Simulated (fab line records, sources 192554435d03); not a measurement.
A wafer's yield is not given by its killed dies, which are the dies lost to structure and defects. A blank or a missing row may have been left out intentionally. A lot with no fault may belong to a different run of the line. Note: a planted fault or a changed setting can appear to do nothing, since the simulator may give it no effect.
fab line records	flow n5Finfet
record: lots: 11	wafers: 28	lastDay: 17
route steps=1938 shown HKMG_FIN@386 PASSIVATION@1936
lots that met no fault: taken from a fault-free run of the same line
startH: hours from the record's opening day to when the first of the lot's shown wafers began	waitH: hours from the lot's prior step to this one	" the same as in the row above	L1.1+2: a single row standing in for several wafers	- value missing, or start not given	* or withheld: withheld	< > ~ a bound
route shown NAME@n: a module of which the file shows steps, and the number in the route of the first	usual: mean/standard deviation taken from wafers without a fault	same: alike in all rows	chamber/n: place in a boat	sites: each site's reading	_std_site: standard deviation across them	_edge_site: the outer-site mean with the inner-site mean subtracted	radiusMm: for every site, how far away it sits from the centre of the wafer	mask NAME#n: copy n	behind: the most recent tool/chamber to have shaped the wafer	hold: what put the lot on hold/how long, in hours/how the hold closed	device: the transistor (n, p or np) that didn't switch	end of line: tests of these same wafers at the route's end	where a step has no rows: the recipe by itself	killed: dies that structure and defects cost at the first sort, which is not the same as the wafer's yield	map: per-die view of a wafer (x killed, . not killed, _ where there is no die)
set.NAME: the setting that was run; set.NAME@STEP: the one run at that earlier step	model.NAME: the simulator's own value behind a step, which no gauge read
route steps across a sampled set of lots; one table per step, one row per wafer
services: when a tool's chamber went out of use (startH, in hours from the record's first day, below 0 if earlier), for how many hours, and the reason
== steps ==
step: N5_HKMG_FIN_HK_ALD_01
recipe: material: HfO2	targetThkA: 16	tempC: withheld	aldPrecursorFamily: HfCl4	aldCoReactant: H2O	pulseTimeS: 3	purgeTimeS: 3	coReactantPurgeTimeS: 2.5	coReactantPulseTimeS: 0.3	aldCycles: 30
usual: coReactantPulseTimeS: 0.3/0	precursorPulseHeightRel: 1.001/0.02
lot.wafer	tool	chamber	startH	waitH	coReactantPulseTimeS	precursorPulseHeightRel
L410.2	aldHk-03	3	69.43	0.0	0.3	0.990
L410.5	"	1	"	"	0.3	1.012
L411.1	aldHk-02	2	76.60	0.0	0.3	0.999
L411.6	"	0	"	"	0.3	0.981
L412.2	aldHk-01	0	80.78	0.0	0.3	0.999
L412.5	"	3	"	"	0.3	0.996
L412.6	"	0	"	"	0.3	0.998
L413.1	aldHk-01	3	89.30	0.0	0.3	0.983
L413.6	"	2	"	"	0.3	0.994
L414.1	aldHk-01	3	92.50	0.0	0.3	0.966
L414.6	"	0	"	"	0.3	1.037
L415.1	aldHk-03	2	101.50	0.0	0.3	1.004
L415.3	"	3	"	"	0.3	1.015
L416.3	aldHk-02	3	110.13	0.0	0.3	0.996
L416.4	"	0	"	"	0.3	1.011
L416.5	"	3	"	"	0.3	0.945
L425.1	aldHk-02	3	161.55	0.0	0.3	1.016
L425.4	"	1	"	"	0.3	0.981
L425.6	"	1	"	"	0.3	1.011
L428.1	aldHk-01	1	181.93	0.0	0.3	1.019
L428.4	"	3	"	"	0.3	0.961
L428.6	"	3	"	"	0.3	0.990
L429.3	aldHk-02	1	194.19	0.0	0.3	0.964
L429.4	"	3	"	"	0.3	1.001
L429.5	"	0	"	"	0.3	1.012
L432.1	aldHk-03	1	204.10	0.0	0.3	1.007
L432.2	"	2	"	"	0.3	0.982
L432.6	"	3	"	"	0.3	1.016
step: N5_HKMG_FIN_CD_MEAS_49
recipe: targetCdNm: 202	landingEnergyEv: 500	detector: seInlens	polarity: opening
usual: cdNm: 202.0/0.61
lot.wafer	tool	chamber	startH	waitH	cdNm
L410.2	cdSem-01	0	70.27	-	201.8
L410.5	"	0	"	"	202.3
L411.1	cdSem-03	0	77.61	-	203.3
L411.6	"	0	"	"	202.3
L412.2	cdSem-03	0	81.63	-	202.6
L412.5	"	0	"	"	201.9
L412.6	"	0	"	"	201.4
L413.1	cdSem-02	0	90.12	-	200.9
L413.6	"	0	"	"	201.9
L414.1	cdSem-01	0	93.61	-	201.9
L414.6	"	0	"	"	203.0
L415.1	cdSem-02	0	102.45	-	201.2
L415.3	"	0	"	"	201.6
L416.3	cdSem-02	0	110.95	-	202.9
L416.4	"	0	"	"	202.4
L416.5	"	0	"	"	202.8
L425.1	cdSem-03	0	162.52	-	201.6
L425.4	"	0	"	"	201.8
L425.6	"	0	"	"	200.7
L428.1	cdSem-03	0	183.10	-	202.0
L428.4	"	0	"	"	201.1
L428.6	"	0	"	"	201.4
L429.3	cdSem-01	0	195.16	-	201.7
L429.4	"	0	"	"	201.5
L429.5	"	0	"	"	201.7
L432.1	cdSem-01	0	205.05	-	202.4
L432.2	"	0	"	"	201.7
L432.6	"	0	"	"	201.5
step: N5_HKMG_FIN_ETCH_54
recipe: chemistry: CF4	target: SiARC	targetDepthA: 455	maskMaterial: CAR-ArF	timeS: 75.8	ionEnergyEv: 80	pressureMtorr: 40	sourceW: 545	biasW: 36	Ar_flow_sccm: 100	cf4FlowSccm: 100	ends: cleared
usual: biasW: 36.01/0.11	drypumpMotorCurrentA: 5.9/0.44	etchRfOnTimeS: 75.3/2	oesProductAu: 0.69/0.073	rfFwdPowerW: 539.0/2.3	rfVppV: 184.7/1.1	showerheadPlenumPTorr: 2.20/0.055	throttleValvePct: 15.52/0.23
lot.wafer	tool	chamber	startH	waitH	biasW	drypumpMotorCurrentA	etchRfOnTimeS	oesProductAu	rfFwdPowerW	rfHoursCounterH	rfVppV	showerheadPlenumPTorr	throttleValvePct
L410.2	rieDiel-05	1	70.48	0.0	35.93	5.8	75.2	0.67	535.8	108	186.5	2.24	15.91
L410.5	"	2	"	"	36.05	5.4	73.4	0.76	541.7	-	182.9	2.12	15.37
L411.1	rieDiel-05	3	77.74	0.0	35.99	5.8	76.8	0.63	542.3	183	185.5	2.21	15.29
L411.6	"	2	"	"	35.88	5.4	73.4	0.75	539.6	-	184.4	2.11	15.35
L412.2	rieDiel-06	1	81.76	0.0	35.90	6.5	71.4	0.79	540.6	14	186.3	2.27	15.38
L412.5	"	1	"	"	36.12	6.5	71.8	0.79	540.8	-	185.5	2.27	15.37
L412.6	"	0	"	"	36.08	6.4	76.7	0.63	541.1	-	185.0	2.21	15.76
L413.1	rieDiel-06	3	90.26	0.0	36.03	5.0	76.8	0.65	541.0	149	185.8	2.21	15.40
L413.6	"	3	"	"	35.83	5.0	76.9	0.65	537.3	-	185.9	2.21	15.41
L414.1	rieDiel-04	3	93.74	0.0	36.00	6.2	73.7	0.75	539.8	47	185.0	2.17	15.23
L414.6	"	1	"	"	36.08	5.8	78.3	0.60	536.6	-	184.3	2.22	15.53
L415.1	rieDiel-05	0	102.57	0.0	36.07	6.2	77.0	0.80	534.1	3	186.4	2.27	15.19
L415.3	"	3	"	"	36.12	5.8	76.5	0.62	540.5	192	184.7	2.20	15.31
L416.3	rieDiel-05	0	111.22	0.0	36.03	6.2	75.3	0.81	537.8	7	185.8	2.27	15.17
L416.4	"	2	"	"	35.90	5.4	73.6	0.73	537.7	57	184.6	2.11	15.38
L416.5	"	1	"	"	35.81	5.8	74.0	0.67	536.5	-	186.1	2.23	15.95
L425.1	rieDiel-05	0	162.64	0.0	36.11	6.2	75.4	0.76	536.2	27	184.5	2.26	15.21
L425.4	"	1	"	"	36.08	5.8	74.3	0.65	534.0	143	184.7	2.23	15.99
L425.6	"	1	"	"	35.75	5.8	74.1	0.65	534.1	-	184.8	2.23	15.98
L428.1	rieDiel-05	2	183.22	0.0	35.91	5.4	73.4	0.72	542.3	76	183.7	2.10	15.42
L428.4	"	0	"	"	35.98	6.2	75.4	0.76	538.8	33	185.4	2.26	15.24
L428.6	"	1	"	"	36.12	5.9	74.4	0.65	534.7	-	185.0	2.22	16.00
L429.3	rieDiel-06	3	195.32	0.0	35.97	5.1	76.8	0.63	540.7	179	185.3	2.20	15.46
L429.4	"	1	"	"	36.17	6.5	71.0	0.74	539.3	53	185.3	2.26	15.43
L429.5	"	2	"	"	35.90	5.9	76.1	0.82	536.7	-	182.2	2.13	15.34
L432.1	rieDiel-04	1	206.03	0.0	35.91	5.8	78.2	0.58	537.0	240	183.7	2.21	15.60
L432.2	"	3	"	"	35.90	6.3	74.5	0.70	541.9	87	183.5	2.16	15.29
L432.6	"	1	"	"	36.06	5.8	78.6	0.57	537.7	-	183.0	2.21	15.60
step: N5_HKMG_FIN_ALD_79
recipe: material: TiN	targetThkA: 15	tempC: 400	aldPrecursorFamily: TiCl4	aldCoReactant: NH3	pulseTimeS: 1	purgeTimeS: 3	coReactantPurgeTimeS: 2	coReactantPulseTimeS: 2	aldCycles: 68	pressureTorr: 3
usual: coReactantPulseTimeS: 2/0	heaterPowerW: 875/54	precursorPulseHeightRel: 0.998/0.02	susceptorTempC: 399.95/0.23
lot.wafer	tool	chamber	startH	waitH	coReactantPulseTimeS	heaterPowerW	precursorPulseHeightRel	susceptorTempC
L410.2	aldMetal-04	2	71.81	0.0	2	869	1.017	399.77
L410.5	"	0	"	"	2	822	1.026	399.61
L411.1	aldMetal-02	3	79.07	0.0	2	757	1.012	399.67
L411.6	"	0	"	"	2	968	0.986	400.19
L412.2	aldMetal-04	0	83.09	0.0	2	835	1.013	400.19
L412.5	"	1	"	"	2	954	0.965	400.21
L412.6	"	2	"	"	2	873	0.995	399.78
L413.1	aldMetal-04	0	91.59	0.0	2	820	0.998	399.95
L413.6	"	2	"	"	2	834	0.977	399.90
L414.1	aldMetal-02	1	95.07	0.0	2	944	0.974	399.82
L414.6	"	3	"	"	2	769	1.013	400.08
L415.1	aldMetal-02	3	103.91	0.0	2	764	1.027	399.90
L415.3	"	0	"	"	2	942	1.008	399.90
L416.3	aldMetal-03	0	112.55	0.0	2	830	0.955	400.18
L416.4	"	2	"	"	2	887	1.009	399.56
L416.5	"	0	"	"	2	834	1.034	400.09
L425.1	aldMetal-03	1	163.99	0.0	2	886	1.021	400.11
L425.4	"	2	"	"	2	904	1.008	400.30
L425.6	"	1	"	"	1.7923	897	1.006	-
L428.1	aldMetal-02	1	184.56	0.0	2	922	1.004	400.10
L428.4	"	3	"	"	2	781	0.966	400.08
L428.6	"	1	"	"	2	917	1.024	400.16
L429.3	aldMetal-02	1	196.65	0.0	2	918	1.002	400.00
L429.4	"	0	"	"	2	946	0.977	400.13
L429.5	"	3	"	"	2	761	1.030	399.56
L432.1	aldMetal-04	2	207.36	0.0	2	862	1.005	400.23
L432.2	"	0	"	"	2	838	0.983	399.94
L432.6	"	3	"	"	2	967	0.990	399.99
step: N5_PASSIVATION_PROBE_49
usual: killed_at_M0_to_M3: 33/9.9	killed_at_M4_up: 15/5.6	killedAtContacts: 13/5.7	killedAtFrontEnd: 38/12	killedAtOther: 4/3.1	killedDies: 103/17	killedOpen: 66/13	killedShort: 32/7.8
same: grossDies: 1180	killedAtBackSide: 0
lot.wafer	tool	chamber	startH	waitH	killed_at_M0_to_M3	killed_at_M4_up	killedAtContacts	killedAtFrontEnd	killedAtOther	killedDies	killedOpen	killedShort
L411.1	prober-02	-	294.34	0.0	56	5	12	25	6	104	56	45
L411.6	prober-02	-	294.59	0.3	45	26	11	33	4	119	75	43
L412.2	prober-02	-	299.49	0.1	50	18	13	47	3	131	83	45
L412.5	prober-02	-	299.64	0.2	49	15	8	17	4	93	57	32
L412.6	prober-02	-	299.69	0.3	56	5	13	35	3	112	71	37
L416.3	prober-02	-	321.27	0.1	28	15	11	50	3	107	62	39
L416.4	prober-02	-	321.32	0.2	26	20	20	40	1	107	70	29
L416.5	prober-02	-	321.37	0.2	29	14	23	39	2	107	69	35
L425.1	prober-01	-	371.55	0.0	33	16	13	28	2	92	63	26
L425.4	prober-01	-	371.70	0.2	27	12	4	38	0	81	56	21
L428.1	prober-01	-	396.70	0.0	36	10	12	43	5	106	65	37
L428.4	prober-01	-	396.85	0.2	24	14	13	37	9	97	59	37
L428.6	prober-01	-	396.95	0.3	23	13	12	36	8	92	59	29
L429.5	prober-01	-	408.34	0.2	28	19	4	49	5	105	67	35
killed by level:class
L411.1 BEOL_M0_SAQP:geometricParticle:short=21 MOL_CONTACT_COAG:geometricParticle:open=10 BEOL_M0_SAQP:geometricParticle:open=10 BEOL_M1:geometricParticle:open=9 BEOL_M2:geometricParticle:open=6 STI_FIN_REVEAL:geometricParticle:open=5 ILD0:geometricParticle:short=4 GATE_CUT:geometricParticle:open=3
L411.6 BEOL_M0_SAQP:geometricParticle:short=13 BEOL_M4:geometricParticle:open=13 MOL_CONTACT_COAG:geometricParticle:open=10 BEOL_M1:geometricParticle:open=9 BEOL_M0_SAQP:geometricParticle:open=8 GATE_CUT:geometricParticle:open=6 BEOL_M5:geometricParticle:open=6 GATE_CUT:geometricParticle:short=5
L412.2 BEOL_M2:geometricParticle:open=13 STI_FIN_REVEAL:geometricParticle:open=11 BEOL_M1:geometricParticle:open=10 MOL_CONTACT_COAG:geometricParticle:open=8 BEOL_M0_SAQP:geometricParticle:short=8 FIN_SAQP:geometricParticle:open=6 FIN_SAQP:geometricParticle:short=6 MOL_CONTACT_COAG:geometricParticle:short=5
L412.5 BEOL_M0_SAQP:geometricParticle:short=13 BEOL_M2:geometricParticle:open=12 BEOL_M0_SAQP:geometricParticle:open=7 MOL_CONTACT_COAG:geometricParticle:open=5 BEOL_M3:geometricParticle:open=5 BEOL_M4:geometricParticle:open=4 FIN_SAQP:geometricParticle:open=3 STI_FIN_REVEAL:geometricParticle:open=3
L412.6 BEOL_M0_SAQP:geometricParticle:open=19 BEOL_M0_SAQP:geometricParticle:short=12 MOL_CONTACT_COAG:geometricParticle:open=11 BEOL_M2:geometricParticle:open=10 STI_FIN_REVEAL:geometricParticle:open=6 BEOL_M1:geometricParticle:open=5 BEOL_M3:geometricParticle:open=5 FIN_SAQP:geometricParticle:short=4
L416.3 FIN_SAQP:geometricParticle:short=11 STI_FIN_REVEAL:geometricParticle:open=10 MOL_CONTACT_COAG:geometricParticle:open=9 GATE_CUT:geometricParticle:short=6 BEOL_M5:geometricParticle:open=6 BEOL_M1:geometricParticle:open=6 HKMG_FIN:areaEtch=6 BEOL_M0_SAQP:geometricParticle:open=5
L416.4 FIN_SAQP:geometricParticle:open=16 MOL_CONTACT_COAG:geometricParticle:open=15 BEOL_M0_SAQP:geometricParticle:short=7 BEOL_M0_SAQP:geometricParticle:open=7 BEOL_M4:geometricParticle:open=6 STARTING-WAFER:geometricParticle:open=4 FIN_SAQP:geometricParticle:short=4 STI_FIN_REVEAL:geometricParticle:open=4
L416.5 MOL_CONTACT_COAG:geometricParticle:open=18 FIN_SAQP:geometricParticle:open=9 BEOL_M2:geometricParticle:open=8 FIN_SAQP:geometricParticle:short=7 BEOL_M1:geometricParticle:open=7 GATE_CUT:geometricParticle:open=6 BEOL_M0_SAQP:geometricParticle:short=6 BEOL_M4:geometricParticle:open=5
L425.1 MOL_CONTACT_COAG:geometricParticle:open=11 BEOL_M4:geometricParticle:open=10 STI_FIN_REVEAL:geometricParticle:open=8 BEOL_M1:geometricParticle:open=8 FIN_SAQP:geometricParticle:open=6 BEOL_M0_SAQP:geometricParticle:short=5 BEOL_M2:geometricParticle:open=5 BEOL_M3:geometricParticle:short=4
L425.4 FIN_SAQP:geometricParticle:open=10 BEOL_M1:geometricParticle:open=10 FIN_SAQP:geometricParticle:short=6 BEOL_M0_SAQP:geometricParticle:open=5 BEOL_M4:geometricParticle:open=5 BEOL_M0_SAQP:geometricParticle:short=4 BEOL_M3:geometricParticle:open=4 STI_FIN_REVEAL:geometricParticle:open=3
L428.1 STI_FIN_REVEAL:geometricParticle:open=11 MOL_CONTACT_COAG:geometricParticle:open=10 FIN_SAQP:geometricParticle:short=8 BEOL_M2:geometricParticle:open=8 BEOL_M3:geometricParticle:open=6 BEOL_M0_SAQP:geometricParticle:open=5 GATE_CUT:geometricParticle:short=5 BEOL_M1:geometricParticle:open=5
L428.4 MOL_CONTACT_COAG:geometricParticle:open=12 BEOL_M3:geometricParticle:open=8 FIN_SAQP:geometricParticle:short=6 BEOL_M0_SAQP:geometricParticle:short=6 FIN_SAQP:geometricParticle:open=5 STI_FIN_REVEAL:geometricParticle:open=4 DUMMY_GATE:geometricParticle:open=4 GATE_CUT:geometricParticle:short=4
L428.6 FIN_SAQP:geometricParticle:open=11 MOL_CONTACT_COAG:geometricParticle:open=9 STI_FIN_REVEAL:geometricParticle:open=5 BEOL_M0_SAQP:geometricParticle:short=5 BEOL_M4:geometricParticle:open=5 FIN_SAQP:geometricParticle:short=4 BEOL_M0_SAQP:geometricParticle:open=4 PAD_METAL:geometricParticle:open=4
L429.5 FIN_SAQP:geometricParticle:open=20 BEOL_M2:geometricParticle:open=10 FIN_SAQP:geometricParticle:short=8 BEOL_M0_SAQP:geometricParticle:short=6 BEOL_M1:geometricParticle:open=6 STI_FIN_REVEAL:geometricParticle:short=5 BEOL_M4:geometricParticle:open=5 MOL_CONTACT_COAG:geometricParticle:open=3
== services ==
tool	chamber	startH	hours	kind
rieDiel-05	-	47.62	0.7	repair
aldHk-03	-	50.96	2.8	pm
rieDiel-06	2	59.96	2.2	repair
aldMetal-04	3	63.34	7.0	repair
rieDiel-04	1	65.80	6.9	repair
rieDiel-05	0	73.10	-	clean
rieDiel-05	0	73.10	-	consumableReplace:focusRing
rieDiel-05	0	73.10	-	consumableReplace:showerhead
rieDiel-05	0	73.10	18.2	scheduledDown
rieDiel-05	0	73.10	18.2	ventCycle
aldMetal-04	-	112.18	0.4	repair
rieDiel-05	2	133.03	8.9	repair
rieDiel-04	-	137.93	0.3	repair
rieDiel-06	2	146.63	-	clean
rieDiel-06	2	146.63	18.4	scheduledDown
rieDiel-06	2	146.63	18.4	ventCycle
aldHk-01	-	147.18	1.1	repair
aldMetal-02	3	147.77	19.4	repair
aldHk-02	-	153.14	2.8	pm
aldMetal-03	0	155.29	8.0	repair
aldMetal-04	1	173.83	34.1	repair
rieDiel-06	-	176.36	0.6	repair
aldMetal-03	2	207.00	205.9	repair
== key ==
firstSign: step: N5_HKMG_FIN_ALD_79	reading: coReactantPulseTimeS	direction: down	sigmas: 99+	usual: *	struck: *
effect none on later readings
metAt N5_HKMG_FIN_ALD_79
struckLots L425
struckWafers L425.6
testerLeftOut L425
notActingAt N5_HKMG_FIN_HK_ALD_01,N5_HKMG_FIN_CD_MEAS_49,N5_HKMG_FIN_ETCH_54
onsetBetween 112.55 163.99
fault: kind: processParameterDrift	tool: aldMetal-03	chamber: -	onsetH: 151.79	steps: N5_HKMG_FIN_ALD_79	channel: coReactantPulseTimeS	offset: *	shape: step	endH: 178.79	scope: struckWafersOnly	actsIn: *	stated: *
testerLeftOut: of these lots the tester's yield and bins aren't shown, on N5 and GAA mostly nor the transistor test; their killed dies are dies lost to structure and defects alone, not to doping, threshold or leakage, so they don't give the yield
